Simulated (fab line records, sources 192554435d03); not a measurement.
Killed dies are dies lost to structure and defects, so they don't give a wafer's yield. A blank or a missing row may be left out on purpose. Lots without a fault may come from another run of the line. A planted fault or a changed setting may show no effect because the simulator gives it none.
Which tool did it? | flow n5_finfet | 24 lots, 72 wafers sampled, at 5 steps of a route of 1938

WHAT THE GAUGES READ, wafer by wafer
N5_BEOL_M11_THK_MEAS_01. Usual: M11_ILD_THK 266 nm, standard deviation 3.6.
lot  | measured     | on            | M11_ILD_THK (nm) | flag
L074 | day 9 16:19  | film_metro-02 | 258 263 269      |
L076 | day 10 04:23 | film_metro-02 | 266 262 266      |
L075 | day 10 10:23 | film_metro-02 | 268 267 271      |
L077 | day 11 04:55 | film_metro-01 | 265 270 267      |
L079 | day 11 08:29 | film_metro-01 | 270 275 275      |
L081 | day 11 13:02 | film_metro-01 | 263 273 267      |
L080 | day 11 13:58 | film_metro-01 | 258 266 264      |
L078 | day 11 14:01 | film_metro-01 | 263 269 268      |
L082 | day 11 16:45 | film_metro-01 | 267 266 265      |
L083 | day 12 12:08 | film_metro-02 | 259 264 262      |
L084 | day 12 12:30 | film_metro-01 | 265 266 265      |
L085 | day 12 21:26 | film_metro-01 | 265 266 265      |
L086 | day 13 09:38 | film_metro-01 | 264 265 269      |
L088 | day 13 10:47 | film_metro-01 | 262 264 266      |
L087 | day 13 12:55 | film_metro-01 | 269 271 271      |
L089 | day 14 03:27 | film_metro-01 | 260 267 267      |
L092 | day 14 07:08 | film_metro-01 | 265 258 267      |
L091 | day 14 07:18 | film_metro-01 | 264 263 269      |
L090 | day 14 07:35 | film_metro-01 | 264 264 268      |
L093 | day 14 17:46 | film_metro-02 | 265 267 268      |
L094 | day 15 02:09 | film_metro-02 | 260 268 266      |
L095 | day 15 03:16 | film_metro-02 | 263 258 270      |
L096 | day 16 01:08 | film_metro-01 | 265 259 262      |
L097 | day 16 01:53 | film_metro-02 | 265 264 269      |

N5_BEOL_M11_CD_MEAS_35: target cd 70 nm. Usual: cd_nm 70.5 nm, standard deviation 0.66.
lot  | measured     | on        | cd_nm (nm)     | flag
L074 | day 9 23:41  | cd_sem-01 | 70.5 70.4 69.3 |
L076 | day 10 07:40 | cd_sem-02 | 70.8 70.9 69.8 |
L075 | day 10 13:21 | cd_sem-03 | 70.0 70.2 69.7 |
L077 | day 11 08:34 | cd_sem-01 | 69.3 69.9 68.9 |
L079 | day 11 14:01 | cd_sem-01 | 70.6 71.1 70.4 |
L081 | day 11 17:56 | cd_sem-03 | 70.6 70.2 71.5 |
L080 | day 11 18:16 | cd_sem-02 | 71.0 70.7 71.5 |
L078 | day 11 18:23 | cd_sem-01 | 71.6 69.8 71.2 |
L082 | day 11 20:20 | cd_sem-01 | 69.8 71.1 70.0 |
L083 | day 12 17:27 | cd_sem-01 | 71.9 71.9 70.6 |
L084 | day 12 17:28 | cd_sem-02 | 70.0 70.4 70.1 |
L085 | day 13 01:35 | cd_sem-03 | 70.5 70.9 70.8 |
L086 | day 13 13:13 | cd_sem-02 | 70.9 71.5 70.4 |
L088 | day 13 15:20 | cd_sem-02 | 70.5 70.4 71.5 |
L087 | day 13 16:05 | cd_sem-01 | 71.0 69.6 70.5 |
L089 | day 14 08:33 | cd_sem-03 | 70.5 70.5 70.7 |
L092 | day 14 14:21 | cd_sem-01 | 70.4 70.2 69.4 |
L091 | day 14 13:48 | cd_sem-02 | 70.1 70.1 70.4 |
L090 | day 14 14:49 | cd_sem-02 | 70.7 71.1 70.8 |
L093 | day 14 22:13 | cd_sem-02 | 71.2 70.4 70.3 |
L094 | day 15 04:22 | cd_sem-01 | 69.2 69.7 70.3 |
L095 | day 15 06:56 | cd_sem-03 | 69.8 70.8 70.5 |
L096 | day 16 05:38 | cd_sem-03 | 71.1 71.2 69.9 |
L097 | day 16 07:02 | cd_sem-02 | 71.0 71.7 71.4 |

WHICH TOOL RAN EACH LOT (tool, then ch and the chambers of the sampled wafers, then the start)
lot  | N5_BEOL_M11_PECVD_70            | N5_BEOL_M11_STRIP_19               | N5_BEOL_M11_DESCUM_33
L074 | pecvd-01 ch 0,1,2, day 9 16:21  | rie_diel-01 ch 1,2,3, day 9 18:33  | rie_diel-04 ch 0,2,3, day 9 23:02
L076 | pecvd-03 ch 0,1,2, day 10 04:25 | rie_diel-04 ch 0,3, day 10 06:20   | rie_diel-04 ch 0,1,2, day 10 07:01
L075 | pecvd-01 ch 0,1,2, day 10 10:25 | rie_diel-01 ch 1,2, day 10 12:13   | rie_diel-01 ch 1,3, day 10 12:42
L077 | pecvd-03 ch 0,2, day 11 04:56   | rie_diel-01 ch 0,2, day 11 07:28   | rie_diel-01 ch 2,3, day 11 07:55
L079 | pecvd-01 ch 0, day 11 08:31     | rie_diel-01 ch 0,2,3, day 11 11:13 | rie_diel-04 ch 1,2,3, day 11 13:22
L081 | pecvd-03 ch 0,1, day 11 13:04   | rie_diel-04 ch 0,1,2, day 11 14:53 | rie_diel-04 ch 0,2,3, day 11 17:17
L080 | pecvd-02 ch 1,2, day 11 14:00   | rie_diel-04 ch 1,2,3, day 11 15:18 | rie_diel-02 ch 0,1,3, day 11 17:37
L078 | pecvd-03 ch 0,1,2, day 11 14:03 | rie_diel-01 ch 1,3, day 11 15:28   | rie_diel-04 ch 1,2, day 11 17:44
L082 | pecvd-03 ch 0,1,2, day 11 16:47 | rie_diel-02 ch 1,3, day 11 19:15   | rie_diel-02 ch 1,2, day 11 19:42
L083 | pecvd-01 ch 0,1, day 12 12:11   | rie_diel-01 ch 0,1,2, day 12 14:58 | rie_diel-01 ch 0,1,3, day 12 16:48
L084 | pecvd-02 ch 0,1,2, day 12 12:32 | rie_diel-02 ch 0,2,3, day 12 15:09 | rie_diel-02 ch 0,1,3, day 12 16:50
L085 | pecvd-01 ch 0,1,2, day 12 21:28 | rie_diel-04 ch 1,2,3, day 13 00:15 | rie_diel-02 ch 0,2,3, day 13 00:56
L086 | pecvd-01 ch 0,1,2, day 13 09:40 | rie_diel-01 ch 0,1,3, day 13 10:49 | rie_diel-02 ch 0,1,2, day 13 12:33
L088 | pecvd-02 ch 0,1,2, day 13 10:49 | rie_diel-01 ch 1,3, day 13 14:14   | rie_diel-04 ch 1,2, day 13 14:41
L087 | pecvd-02 ch 0,2, day 13 12:57   | rie_diel-01 ch 0,2,3, day 13 14:23 | rie_diel-01 ch 2,3, day 13 15:26
L089 | pecvd-01 ch 0,1, day 14 03:29   | rie_diel-01 ch 0,1,2, day 14 05:16 | rie_diel-01 ch 1,2, day 14 07:54
L092 | pecvd-01 ch 1,2, day 14 07:10   | rie_diel-04 ch 2,3, day 14 09:56   | rie_diel-02 ch 0,1, day 14 13:42
L091 | pecvd-02 ch 1,2, day 14 07:20   | rie_diel-02 ch 1,3, day 14 10:08   | rie_diel-02 ch 0,3, day 14 13:09
L090 | pecvd-03 ch 0,1,2, day 14 07:37 | rie_diel-04 ch 1,3, day 14 10:15   | rie_diel-02 ch 0,3, day 14 14:10
L093 | pecvd-03 ch 1,2, day 14 17:48   | rie_diel-04 ch 1,2, day 14 20:26   | rie_diel-02 ch 0,1,3, day 14 21:34
L094 | pecvd-01 ch 0,1,2, day 15 02:11 | rie_diel-01 ch 0,3, day 15 03:09   | rie_diel-04 ch 1,3, day 15 03:43
L095 | pecvd-02 ch 0,2, day 15 03:19   | rie_diel-04 ch 0,2, day 15 05:41   | rie_diel-01 ch 0,1,2, day 15 06:17
L096 | pecvd-03 ch 0,2, day 16 01:11   | rie_diel-01 ch 1,2,3, day 16 04:08 | rie_diel-01 ch 0,1, day 16 05:00
L097 | pecvd-01 ch 0,2, day 16 01:56   | rie_diel-02 ch 0,2,3, day 16 04:40 | rie_diel-02 ch 2,3, day 16 06:23
- N5_BEOL_M11_PECVD_70: deposits SiO2 from TEOS/O2, target thk 20 nm, time 22.7 s.
- N5_BEOL_M11_STRIP_19: strips in O2.
- N5_BEOL_M11_DESCUM_33: chemistry O2, time 7.9 s.

WHAT THE TOOLS THEMSELVES READ (means of the sampled wafers that have a number; where no wafer has one, the mark that the record gives instead)
N5_BEOL_M11_PECVD_70. Usual: heater_power_w 713 W, standard deviation 90; showerhead_plenum_p_Torr 8.80 Torr, standard deviation 0.047; showerhead_vpp_V 1318 V, standard deviation 43; throttle_valve_pct 22.2 %, standard deviation 1.1.
lot  | tool     | heater_power_w (W) | showerhead_plenum_p_Torr (Torr) | showerhead_vpp_V (V) | throttle_valve_pct (%) | flag
L074 | pecvd-01 | 768                | 8.79                            | 1302                 | 22.5                   |
L076 | pecvd-03 | 667                | 8.80                            | 1347                 | 22.4                   |
L075 | pecvd-01 | 681                | 8.81                            | 1288                 | 22.2                   |
L077 | pecvd-03 | 590                | 8.77                            | 1316                 | 21.6                   |
L079 | pecvd-01 | 653                | 8.73                            | 1281                 | 21.6                   |
L081 | pecvd-03 | 684                | 8.80                            | 1318                 | 22.9                   |
L080 | pecvd-02 | 676                | 8.80                            | 1289                 | 22.0                   |
L078 | pecvd-03 | 676                | 8.80                            | 1341                 | 22.2                   |
L082 | pecvd-03 | 727                | 8.80                            | 1342                 | 22.2                   |
L083 | pecvd-01 | 744                | 8.77                            | 1277                 | 22.2                   |
L084 | pecvd-02 | 709                | 8.80                            | 1331                 | 23.0                   |
L085 | pecvd-01 | 695                | 8.79                            | 1296                 | 21.6                   |
L086 | pecvd-01 | 743                | 8.79                            | 1294                 | 21.5                   |
L088 | pecvd-02 | 706                | 8.79                            | 1326                 | 22.9                   |
L087 | pecvd-02 | 772                | 8.82                            | 1327                 | 22.5                   |
L089 | pecvd-01 | 667                | 8.77                            | 1278                 | 22.1                   |
L092 | pecvd-01 | 837                | 8.83                            | 1316                 | 21.7                   |
L091 | pecvd-02 | 679                | 8.80                            | 1285                 | 22.6                   |
L090 | pecvd-03 | 658                | 8.80                            | 1334                 | 22.4                   |
L093 | pecvd-03 | 627                | 8.80                            | 1357                 | 21.7                   |
L094 | pecvd-01 | 772                | 8.80                            | 1298                 | 21.4                   |
L095 | pecvd-02 | 703                | 8.80                            | 1317                 | 22.5                   |
L096 | pecvd-03 | 655                | 8.76                            | 1312                 | 21.9                   |
L097 | pecvd-01 | 696                | 8.79                            | 1314                 | 20.9                   |

N5_BEOL_M11_STRIP_19. Usual: drypump_motor_current_A 5.5 A, standard deviation 0.44; oes_product_au 0.81 a.u., standard deviation 0.1; rf_vpp_V 3.6 V, standard deviation 0.66; showerhead_plenum_p_Torr 2.12 Torr, standard deviation 0.07; throttle_valve_pct 16.56 %, standard deviation 0.29.
lot  | tool        | drypump_motor_current_A (A) | oes_product_au (a.u.) | rf_vpp_V (V) | showerhead_plenum_p_Torr (Torr) | throttle_valve_pct (%) | flag
L074 | rie_diel-01 | 5.7                         | 0.78                  | 3.7          | 2.10                            | 16.54                  |
L076 | rie_diel-04 | 5.5                         | 0.84                  | 3.9          | 2.04                            | 16.69                  |
L075 | rie_diel-01 | 5.8                         | 0.87                  | 3.5          | 2.07                            | 16.39                  |
L077 | rie_diel-01 | 5.4                         | 0.77                  | 4.0          | 2.17                            | 16.76                  |
L079 | rie_diel-01 | 5.5                         | 0.73                  | 2.7          | 2.15                            | 16.75                  |
L081 | rie_diel-04 | 5.1                         | 0.90                  | 3.0          | 2.13                            | 16.35                  |
L080 | rie_diel-04 | 5.2                         | 0.84                  | 3.1          | 2.11                            | 16.57                  |
L078 | rie_diel-01 | 5.9                         | 0.85                  | 3.7          | 2.08                            | 16.32                  |
L082 | rie_diel-02 | 5.2                         | 0.80                  | 3.0          | 2.08                            | 16.73                  |
L083 | rie_diel-01 | 5.6                         | 0.80                  | 3.5          | 2.11                            | 16.58                  |
L084 | rie_diel-02 | 5.5                         | 0.81                  | 3.1          | 2.08                            | 16.47                  |
L085 | rie_diel-04 | 5.2                         | 0.82                  | 3.7          | 2.10                            | 16.60                  |
L086 | rie_diel-01 | 5.7                         | 0.79                  | 3.4          | 2.13                            | 16.53                  |
L088 | rie_diel-01 | 5.8                         | 0.74                  | 3.9          | 2.11                            | 16.51                  |
L087 | rie_diel-01 | 5.5                         | 0.72                  | 3.7          | 2.14                            | 16.77                  |
L089 | rie_diel-01 | 5.6                         | 0.79                  | 3.5          | 2.11                            | 16.61                  |
L092 | rie_diel-04 | 5.1                         | 0.88                  | 2.8          | 2.22                            | 16.55                  |
L091 | rie_diel-02 | 5.2                         | 0.79                  | 3.7          | 2.07                            | 16.75                  |
L090 | rie_diel-04 | 5.6                         | 0.95                  | 3.8          | 2.21                            | 16.56                  |
L093 | rie_diel-04 | 5.0                         | 0.87                  | 4.3          | 2.15                            | 16.31                  |
L094 | rie_diel-01 | 5.4                         | 0.74                  | 4.1          | 2.18                            | 16.72                  |
L095 | rie_diel-04 | 4.9                         | 0.84                  | 4.3          | 2.15                            | 16.49                  |
L096 | rie_diel-01 | 5.7                         | 0.74                  | 3.2          | 2.08                            | 16.63                  |
L097 | rie_diel-02 | 5.5                         | 0.88                  | 3.6          | 2.07                            | 16.36                  |

N5_BEOL_M11_DESCUM_33. Usual: drypump_motor_current_A 5.5 A, standard deviation 0.5; oes_product_au 0.81 a.u., standard deviation 0.097; rf_vpp_V 243.4 V, standard deviation 1.4; showerhead_plenum_p_Torr 2.10 Torr, standard deviation 0.065; throttle_valve_pct 20.3 %, standard deviation 0.31.
lot  | tool        | drypump_motor_current_A (A) | oes_product_au (a.u.) | rf_vpp_V (V) | showerhead_plenum_p_Torr (Torr) | throttle_valve_pct (%) | flag
L074 | rie_diel-04 | 5.3                         | 0.83                  | 243.7        | 2.09                            | 20.5                   |
L076 | rie_diel-04 | 5.1                         | 0.92                  | 244.3        | 2.13                            | 20.1                   |
L075 | rie_diel-01 | 5.9                         | 0.86                  | 243.0        | 2.08                            | 20.1                   |
L077 | rie_diel-01 | 5.6                         | 0.69                  | 244.2        | 2.13                            | 20.4                   |
L079 | rie_diel-04 | 5.2                         | 0.84                  | 242.8        | 2.10                            | 20.3                   |
L081 | rie_diel-04 | 5.3                         | 0.81                  | 243.2        | 2.08                            | 20.5                   |
L080 | rie_diel-02 | 5.7                         | 0.83                  | 243.2        | 2.11                            | 20.3                   |
L078 | rie_diel-04 | 5.0                         | 0.92                  | 243.0        | 2.15                            | 20.0                   |
L082 | rie_diel-02 | 5.4                         | 0.71                  | 244.6        | 2.13                            | 20.5                   |
L083 | rie_diel-01 | 5.7                         | 0.79                  | 243.9        | 2.13                            | 20.3                   |
L084 | rie_diel-02 | 5.7                         | 0.82                  | 243.4        | 2.10                            | 20.3                   |
L085 | rie_diel-02 | 5.5                         | 0.81                  | 243.4        | 2.07                            | 20.2                   |
L086 | rie_diel-02 | 5.7                         | 0.77                  | 244.0        | 2.11                            | 20.3                   |
L088 | rie_diel-04 | 4.9                         | 0.87                  | 244.9        | 2.17                            | 20.1                   |
L087 | rie_diel-01 | 5.5                         | 0.68                  | 243.9        | 2.09                            | 20.5                   |
L089 | rie_diel-01 | 5.6                         | 0.75                  | 242.4        | 2.06                            | 20.4                   |
L092 | rie_diel-02 | 5.9                         | 0.76                  | 244.0        | 2.15                            | 20.3                   |
L091 | rie_diel-02 | 5.5                         | 0.83                  | 242.2        | 2.05                            | 20.2                   |
L090 | rie_diel-02 | 6.0                         | 0.86                  | 244.1        | 2.09                            | 20.0                   |
L093 | rie_diel-02 | 5.7                         | 0.80                  | 243.6        | 2.10                            | 20.3                   |
L094 | rie_diel-04 | 5.4                         | 0.91                  | 244.2        | 2.15                            | 20.2                   |
L095 | rie_diel-01 | 5.6                         | 0.77                  | 242.6        | 2.10                            | 20.3                   |
L096 | rie_diel-01 | 5.7                         | 0.83                  | 243.7        | 2.09                            | 20.1                   |
L097 | rie_diel-02 | 5.1                         | 0.90                  | 243.2        | 2.04                            | 20.2                   |

THE ANSWER, worked out from the rows above alone
Rule: a lot is off if the mean of its wafers that have a number lies more than 3 standard deviations from the usual mean. A lot without any number at a reading at which 4 lots or more have one is off too. The other lots that the step has rows for count as sound. The gauges are gone through in route order, then the tools' own readings, and for those a lot's mean is taken as printed above. The first step at which some lot is off is used, and at that step the reading that is off furthest; a lot without a number counts as furthest.
No lot is off at any reading shown: from this, nothing can be told.

WHAT THE SIMULATOR HAD PUT IN
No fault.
